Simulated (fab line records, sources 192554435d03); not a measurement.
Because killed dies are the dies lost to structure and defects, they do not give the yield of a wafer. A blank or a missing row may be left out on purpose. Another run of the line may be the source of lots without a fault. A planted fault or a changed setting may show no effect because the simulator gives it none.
fab line records	flow n5Finfet
[record] lots = 6	wafers = 18	lastDay = 17
route steps=1938 shown SD_ACTIVATION@332 ILD0@335 BEOL_M4@1111
lots that met no fault: from a run of the same line without faults
startH: the number of hours between the record's first day and the start of the first shown wafer of the lot	waitH: time in hours since the lot's previous step	" same as the row above	L1.1+2: a single row standing in for several wafers	- no value, or no start was given	* or withheld: withheld	< > ~ a bound
route shown NAME@n: NAME is a module with steps in the file, n the number in the route of the first one	usual: the fault-free wafers' mean and standard deviation	same: alike in all rows	chamber/n: place in a boat	sites: the reading at each site	_std_site: the values' standard deviation	_edge_site: mean of outer sites minus mean of inner sites	radiusMm: how far each site lies from the wafer's centre	mask NAME#n: copy n	behind: the last tool/chamber to shape the wafer	hold: what put the lot on hold/how long, in hours/how the hold closed	device: whichever transistor did not switch (one of n, p or np)	end of line: tests run on the same wafers once the route is complete	a step without rows: its recipe alone	killed: at the first sort, the dies lost to defects and structure; wafer yield is something else	map: the dies of a wafer, with x for killed, . for not killed, _ for no die there
set.NAME: the setting that was run; set.NAME@STEP: the one run at that earlier step	model.NAME: the simulator's own value behind a step, which no gauge read
certain route steps with their lots: each step a table, each wafer a row
services: when a tool's chamber went out of use (startH, in hours from the record's first day, below 0 if earlier), for how many hours, and the reason
[[steps]]
[step N5_SD_ACTIVATION_RS_MEAS_03]
[recipe] thkMeasGauge = four-point-probe
[usual] RS_SD_N = 21.94/0.27	RS_SD_P = 56.2/0.91
lot.wafer	tool	chamber	startH	waitH	RS_SD_N[ohm/sq]	RS_SD_P[ohm/sq]
L152.2	filmMetro-02	-	69.83	0.2	22.29	56.3
L152.4	"	-	"	"	21.86	56.4
L152.5	"	-	"	"	22.03	55.8
L155.3	filmMetro-01	-	84.46	0.2	21.92	55.0
L155.4	"	-	"	"	22.04	55.0
L155.6	"	-	"	"	22.48	54.7
L169.3	filmMetro-02	-	168.77	0.2	22.02	56.5
L169.5	"	-	"	"	22.21	56.1
L169.6	"	-	"	"	22.14	56.1
L172.3	filmMetro-01	-	185.24	0.2	21.99	56.7
L172.4	"	-	"	"	21.90	56.1
L172.5	"	-	"	"	21.89	56.9
L173.3	filmMetro-02	-	191.87	0.2	21.61	57.1
L173.4	"	-	"	"	21.44	57.0
L173.6	"	-	"	"	21.63	56.8
L174.3	filmMetro-01	-	196.19	0.2	22.17	55.7
L174.4	"	-	"	"	22.27	55.8
L174.6	"	-	"	"	22.48	55.4
[step N5_SD_ACTIVATION_INSPECT_02]
[recipe] inspectInstrument = darkfield	mode = postAnneal
[usual] rawDefectCount = 170/31
lot.wafer	tool	chamber	startH	waitH	rawDefectCount
L152.2	defectInspect-02	-	70.14	0.1	149
L152.4	"	-	"	"	103
L152.5	"	-	"	"	166
L155.3	defectInspect-02	-	84.74	0.1	199
L155.4	"	-	"	"	170
L155.6	"	-	"	"	187
L169.3	defectInspect-02	-	169.05	0.1	200
L169.5	"	-	"	"	193
L169.6	"	-	"	"	153
L172.3	defectInspect-02	-	185.53	0.1	200
L172.4	"	-	"	"	151
L172.5	"	-	"	"	166
L173.3	defectInspect-02	-	192.16	0.1	135
L173.4	"	-	"	"	106
L173.6	"	-	"	"	117
L174.3	defectInspect-01	-	196.47	0.1	191
L174.4	"	-	"	"	207
L174.6	"	-	"	"	148
[step N5_ILD0_LINER_00]
[recipe] material = SiNx	targetThkA = 40	tempC = 400	aldPrecursorFamily = SiH2I2	aldCoReactant = N2/H2-plasma	pulseTimeS = 1	purgeTimeS = 2	coReactantPurgeTimeS = 2	aldCycles = 80	pressureTorr = 2
[usual] heaterPowerW = 811/99	precursorPulseHeightRel = 1.001/0.019
lot.wafer	tool	chamber	startH	waitH	heaterPowerW	precursorPulseHeightRel
L152.2	aldSin-04	1	70.22	0.1	816	1.012
L152.4	"	2	"	"	670	1.011
L152.5	"	2	"	"	651	1.005
L155.3	aldSin-02	3	84.78	0.0	752	0.998
L155.4	"	1	"	"	819	0.999
L155.6	"	2	"	"	831	0.999
L169.3	aldSin-02	3	169.08	0.0	783	1.011
L169.5	"	3	"	"	773	0.983
L169.6	"	0	"	"	920	0.977
L172.3	aldSin-03	0	185.56	0.0	773	0.998
L172.4	"	3	"	"	895	0.977
L172.5	"	2	"	"	706	0.993
L173.3	aldSin-03	3	192.20	0.0	879	0.998
L173.4	"	1	"	"	996	1.034
L173.6	"	1	"	"	999	1.025
L174.3	aldSin-03	2	196.50	0.0	706	1.003
L174.4	"	0	"	"	775	1.013
L174.6	"	0	"	"	776	0.981
[step N5_ILD0_FCVD_FILL_01]
[recipe] material = SiO2_flowable	targetThkA = 2000	tempC = 100	pressureTorr = 0.8	rfW = 2000	timeS = 328.3
[step N5_ILD0_CURE_02]
[recipe] tempC = 450	timeS = 1800	ambient = steam	idleTempC = 400	rampUpCPerMin = 5	rampDownCPerMin = 3	densificationPH2oTorr = 640
[step N5_ILD0_CMP_03]
[recipe] stopOn = SiNx	tOverpolishS = 1.9	postCmpClean = alkalineBrush	downForcePsi = 4.1491	platenRpm = 51.796	padVelocityMS = 1.0306	targetThkNm = 197.38
[usual] headPressurePsi = 4.148/0.01	motorCurrentA = 12.6/1.2	overpolishRunS = 1.901/0.0089	timeToEndpointS = 72/4.3
lot.wafer	tool	chamber	startH	waitH	headPressurePsi	motorCurrentA	overpolishRunS	timeToEndpointS
L152.2	cmp-04	1	72.59	0.0	4.157	12.5	1.912	75
L152.4	"	0	"	"	4.132	12.7	1.900	76
L152.5	"	1	"	"	4.143	12.2	1.891	76
L155.3	cmp-04	2	87.15	0.0	4.151	10.9	1.913	78
L155.4	"	3	"	"	4.150	15.5	1.914	77
L155.6	"	3	"	"	4.149	15.0	1.910	75
L169.3	cmp-02	0	171.45	0.0	4.162	13.5	1.894	65
L169.5	"	0	"	"	4.159	13.3	1.902	68
L169.6	"	1	"	"	4.151	13.0	1.902	71
L172.3	cmp-04	3	187.96	0.1	4.154	14.5	1.908	76
L172.4	"	1	"	"	4.147	12.0	1.894	77
L172.5	"	2	"	"	4.142	11.0	1.885	79
L173.4	cmp-02	3	194.58	0.0	4.156	11.4	1.892	72
L173.3	"	2	"	"	4.149	11.6	1.887	71
L173.6	"	0	"	"	4.139	13.8	1.897	70
L174.3	cmp-02	2	198.94	0.1	4.148	12.8	1.910	69
L174.4	"	3	"	"	4.164	11.9	1.889	65
L174.6	"	0	"	"	4.145	13.3	1.908	67
[step N5_ILD0_THK_MEAS_04]
[usual] thkNm = 197.5/1.2
lot.wafer	tool	chamber	startH	waitH	thkNm
L152.2	filmMetro-02	-	72.89	-	198.9
L152.4	"	-	"	"	197.2
L152.5	"	-	"	"	198.3
L155.3	filmMetro-01	-	87.45	-	200.4
L155.4	"	-	"	"	198.7
L155.6	"	-	"	"	198.9
L169.3	filmMetro-01	-	171.74	-	197.6
L169.5	"	-	"	"	198.1
L169.6	"	-	"	"	197.9
L172.3	filmMetro-02	-	188.22	-	198.0
L172.4	"	-	"	"	198.2
L172.5	"	-	"	"	198.0
L173.3	filmMetro-01	-	194.87	-	196.3
L173.4	"	-	"	"	197.3
L173.6	"	-	"	"	197.6
L174.3	filmMetro-02	-	199.16	-	197.7
L174.4	"	-	"	"	197.5
L174.6	"	-	"	"	195.4
[step N5_ILD0_CMP_07]
[recipe] stopOn = poly-Si	material = SiO2_flowable	tOverpolishS = 1.18	postCmpClean = alkalineBrush	downForcePsi = 4.1491	platenRpm = 51.796	padVelocityMS = 1.0306	targetThkNm = 138.88
[usual] headPressurePsi = 4.150/0.0094	motorCurrentA = 12.6/1.3
lot.wafer	tool	chamber	startH	waitH	headPressurePsi	motorCurrentA
L152.2	cmp-01	3	72.92	0.0	4.157	14.6
L152.4	"	0	"	"	4.148	12.3
L152.5	"	3	"	"	4.155	14.9
L155.4	cmp-02	1	87.48	0.0	4.146	13.7
L155.3	"	2	"	"	4.173	11.6
L155.6	"	1	"	"	4.142	13.4
L169.3	cmp-01	2	171.89	0.1	4.147	11.3
L169.5	"	3	"	"	4.158	15.0
L169.6	"	0	"	"	4.143	12.2
L172.3	cmp-02	2	188.25	0.0	4.148	11.7
L172.4	"	1	"	"	4.149	12.4
L172.5	"	2	"	"	4.179	11.8
L173.4	cmp-04	1	194.94	0.1	4.137	11.7
L173.3	"	3	"	"	4.141	14.2
L173.6	"	1	"	"	4.143	11.9
L174.4	cmp-02	3	199.27	0.1	4.138	11.5
L174.3	"	0	"	"	4.128	13.4
L174.6	"	2	"	"	4.143	11.9
[step N5_ILD0_THK_MEAS_08]
[usual] thkNm = 139.1/1.1
lot.wafer	tool	chamber	startH	waitH	thkNm
L152.2	filmMetro-02	-	73.21	-	136.7
L152.4	"	-	"	"	138.8
L152.5	"	-	"	"	136.3
L155.3	filmMetro-02	-	87.77	-	140.0
L155.4	"	-	"	"	140.3
L155.6	"	-	"	"	140.5
L169.3	filmMetro-02	-	172.07	-	138.0
L169.5	"	-	"	"	138.4
L169.6	"	-	"	"	138.5
L172.3	filmMetro-01	-	188.54	-	139.5
L172.4	"	-	"	"	139.9
L172.5	"	-	"	"	139.0
L173.3	filmMetro-01	-	195.20	-	139.5
L173.4	"	-	"	"	140.3
L173.6	"	-	"	"	140.2
L174.3	filmMetro-01	-	199.49	-	139.1
L174.4	"	-	"	"	138.1
L174.6	"	-	"	"	139.8
[step N5_ILD0_PRECLEAN_10]
[recipe] chemistry = NF3:NH3	afsCycles = 5	timeS = 20	tempC = 30	sublimationTempC = 180	sublimationTimeS = 60	pressureTorr = 3	rfPowerW = 30
[step N5_ILD0_ALD_15]
[recipe] material = SiNx	targetThkA = 240	tempC = 400	aldPrecursorFamily = SiH2I2	aldCoReactant = N2/H2-plasma	pulseTimeS = 1	aldCycles = 480	purgeTimeS = 2	coReactantPurgeTimeS = 2	pressureTorr = 2
[usual] heaterPowerW = 796/98	precursorPulseHeightRel = 1.000/0.019
lot.wafer	tool	chamber	startH	waitH	heaterPowerW	precursorPulseHeightRel
L152.2	aldSin-04	2	74.13	0.7	661	0.982
L152.4	"	3	"	"	851	0.965
L152.5	"	2	75.21	1.4	652	0.963
L155.3	aldSin-04	1	88.58	0.4	835	0.984
L155.4	"	0	"	"	707	1.002
L155.6	"	3	89.67	1.2	827	1.010
L169.3	aldSin-04	3	172.78	0.4	841	0.973
L169.5	"	1	173.87	1.2	824	1.015
L169.6	"	2	"	"	649	0.994
L172.3	aldSin-03	3	189.26	0.4	888	0.972
L172.4	"	1	"	"	1012	0.986
L172.5	"	3	190.35	1.2	912	1.008
L173.3	aldSin-02	2	195.91	0.4	814	0.995
L173.4	"	1	"	"	748	0.984
L173.6	"	2	197.00	1.1	828	0.999
L174.3	aldSin-03	3	200.20	0.4	870	0.980
L174.4	"	2	"	"	690	1.016
L174.6	"	0	201.29	1.1	768	1.011
[step N5_ILD0_CMP_12]
[recipe] stopOn = poly-Si	material = SiNx	tOverpolishS = 6	postCmpClean = alkalineBrush	downForcePsi = 2.5	platenRpm = 51.8	padVelocityMS = 1.0307	targetThkNm = 17.67
[usual] headPressurePsi = 2.500/0.0055	motorCurrentA = 9.1/0.88	overpolishRunS = 5.999/0.0098	timeToEndpointS = 28.4/2.4
lot.wafer	tool	chamber	startH	waitH	headPressurePsi	motorCurrentA	overpolishRunS	timeToEndpointS
L152.2	cmp-01	3	76.33	1.1	2.503	11.0	5.995	28.2
L152.4	"	2	"	"	2.499	8.4	6.006	23.8
L152.5	"	3	"	"	2.486	11.3	5.994	28.3
L155.3	cmp-02	0	90.86	1.2	2.499	9.8	5.990	29.2
L155.4	"	1	"	"	2.508	9.9	6.006	31.0
L155.6	"	3	"	"	2.510	8.5	5.992	30.2
L169.3	cmp-04	1	175.02	1.2	2.501	8.7	5.995	28.5
L169.5	"	0	"	"	2.494	9.3	5.996	25.8
L169.6	"	1	"	"	2.496	8.3	5.999	26.0
L172.3	cmp-02	3	191.50	1.2	2.163	7.5	5.997	30.4
L172.4	"	0	"	"	2.174	8.9	5.995	31.3
L172.5	"	3	"	"	2.165	7.5	5.990	31.0
L173.4	cmp-02	1	198.12	1.1	2.178	9.0	6.011	34.8
L173.3	"	0	"	"	2.166	8.7	5.991	32.6
L173.6	"	1	"	"	2.178	9.1	6.002	35.6
L174.3	cmp-01	1	202.40	1.1	2.493	8.3	5.999	31.2
L174.4	"	2	"	"	2.497	8.2	6.006	27.3
L174.6	"	2	"	"	2.505	8.4	6.015	26.0
[step N5_ILD0_THK_MEAS_13]
[usual] thkNm = 17.6/1
lot.wafer	tool	chamber	startH	waitH	thkNm
L152.2	filmMetro-02	-	76.63	-	18.0
L152.4	"	-	"	"	17.4
L152.5	"	-	"	"	17.0
L155.3	filmMetro-02	-	91.08	-	16.9
L155.4	"	-	"	"	18.1
L155.6	"	-	"	"	17.3
L169.3	filmMetro-02	-	175.28	-	18.4
L169.5	"	-	"	"	15.9
L169.6	"	-	"	"	15.9
L172.3	filmMetro-02	-	191.76	-	17.1
L172.4	"	-	"	"	17.0
L172.5	"	-	"	"	16.3
L173.3	filmMetro-02	-	198.41	-	18.1
L173.4	"	-	"	"	19.6
L173.6	"	-	"	"	18.9
L174.3	filmMetro-02	-	202.70	-	19.2
L174.4	"	-	"	"	18.4
L174.6	"	-	"	"	17.4
[step N5_BEOL_M4_RC_MEAS_101]
[usual] DIBL_N = 35.8/1.8	DIBL_P = 35.6/2	IOFF_N = 0.148/0.028	IOFF_P = 0.20/0.034	ION_N = 672/12	ION_P = 462/8.5	SS_N = 71.2/0.65	SS_P = 73.1/0.67	VT_N = 251/3.3	VT_P = -251/3.8
lot.wafer	tool	chamber	startH	waitH	DIBL_N[mV/V]	DIBL_P[mV/V]	IOFF_N[nA/um]	IOFF_P[nA/um]	ION_N[uA/um]	ION_P[uA/um]	SS_N[mV/dec]	SS_P[mV/dec]	VT_N[mV]	VT_P[mV]
L152.2	prober-01	0	171.13	0.2	37.9	39.4	0.177	0.23	676	472	70.7	74.2	249	-248
L152.4	"	0	"	"	34.7	35.9	0.128	0.19	672	465	70.4	73.0	251	-252
L152.5	"	0	"	"	36.8	38.1	0.155	0.22	676	466	70.5	72.9	249	-248
L155.3	prober-01	0	199.54	0.3	35.2	36.5	0.132	0.17	638	442	71.7	72.6	254	-257
L155.4	"	0	"	"	31.6	32.8	0.093	0.13	660	455	70.1	71.9	256	-259
L155.6	"	0	"	"	34.8	36.1	0.130	0.17	670	458	70.1	72.0	254	-256
L169.3	prober-01	0	267.62	0.3	37.0	37.7	0.157	0.21	676	463	71.7	73.4	250	-252
L169.5	"	0	"	"	37.7	38.0	0.160	0.20	668	460	71.7	74.1	251	-251
L169.6	"	0	"	"	36.9	36.7	0.158	0.19	673	455	72.4	73.3	250	-253
L172.3	prober-01	0	290.62	0.3	36.1	36.8	0.140	0.20	661	454	71.8	73.3	253	-249
L172.4	"	0	"	"	38.2	38.9	0.176	0.23	672	461	72.2	73.3	248	-251
L172.5	"	0	"	"	36.3	37.5	0.148	0.20	662	455	71.2	74.3	250	-250
L173.3	prober-02	0	307.18	0.3	34.2	33.6	0.128	0.18	679	463	70.3	72.2	254	-252
L173.4	"	0	"	"	34.9	33.6	0.130	0.17	678	462	71.0	72.6	253	-252
L173.6	"	0	"	"	36.6	35.9	0.153	0.21	687	471	71.3	73.1	250	-248
L174.3	prober-02	0	311.02	0.3	34.3	34.4	0.142	0.20	690	471	70.7	72.1	253	-250
L174.4	"	0	"	"	37.9	38.2	0.200	0.25	686	472	71.2	73.8	247	-247
L174.6	"	0	"	"	38.1	38.1	0.214	0.26	705	481	71.2	72.8	243	-244
[[services]]
tool	chamber	startH	hours	kind
cmp-04	-	47.95	0.6	repair
cmp-02	-	61.79	6.2	pm
aldSin-03	-	85.25	14.0	pm
aldSin-03	0	85.25	14.0	ventCycle
aldSin-03	1	85.25	14.0	ventCycle
aldSin-03	2	85.25	14.0	ventCycle
aldSin-03	3	85.25	14.0	ventCycle
cmp-01	-	90.69	0.4	repair
aldSin-03	0	99.25	-	clean
aldSin-03	1	99.25	-	clean
aldSin-03	2	99.25	-	clean
cmp-04	-	103.78	12.7	repair
cmp-02	-	116.60	4.0	pm
cmp-02	-	120.60	-	consumableReplace:conditioner
cmp-02	-	120.60	-	consumableReplace:pad
cmp-02	-	136.64	2.2	repair
cmp-04	-	146.70	6.9	pm
aldSin-02	0	151.45	4.1	repair
cmp-01	-	153.65	4.2	pm
cmp-01	-	157.95	2.1	repair
aldSin-02	1	171.39	20.0	repair
aldSin-02	-	177.03	14.0	pm
cmp-01	-	189.59	0.3	repair
cmp-01	-	193.67	4.0	pm
[[key]]
[firstSign] step = N5_ILD0_CMP_12	reading = headPressurePsi	direction = down	sigmas = 60	usual = 2.500	struck = 2.171
[effect] step = N5_ILD0_CMP_12	reading = timeToEndpointS	direction = up	sigmas = 1.8	usual = *	struck = *
metAt N5_ILD0_CMP_12
struckWafers L172.3,L172.4,L172.5,L173.3,L173.4,L173.6
onsetBetween 90.86 191.50
[fault] kind = processParameterDrift	tool = cmp-02	chamber = -	onsetH = 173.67	steps = N5_ILD0_CMP_12	channel = downForcePsi	offset = -0.32871	shape = step	endH = 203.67	actsIn = theseRecipesOnly	stated = 2.5
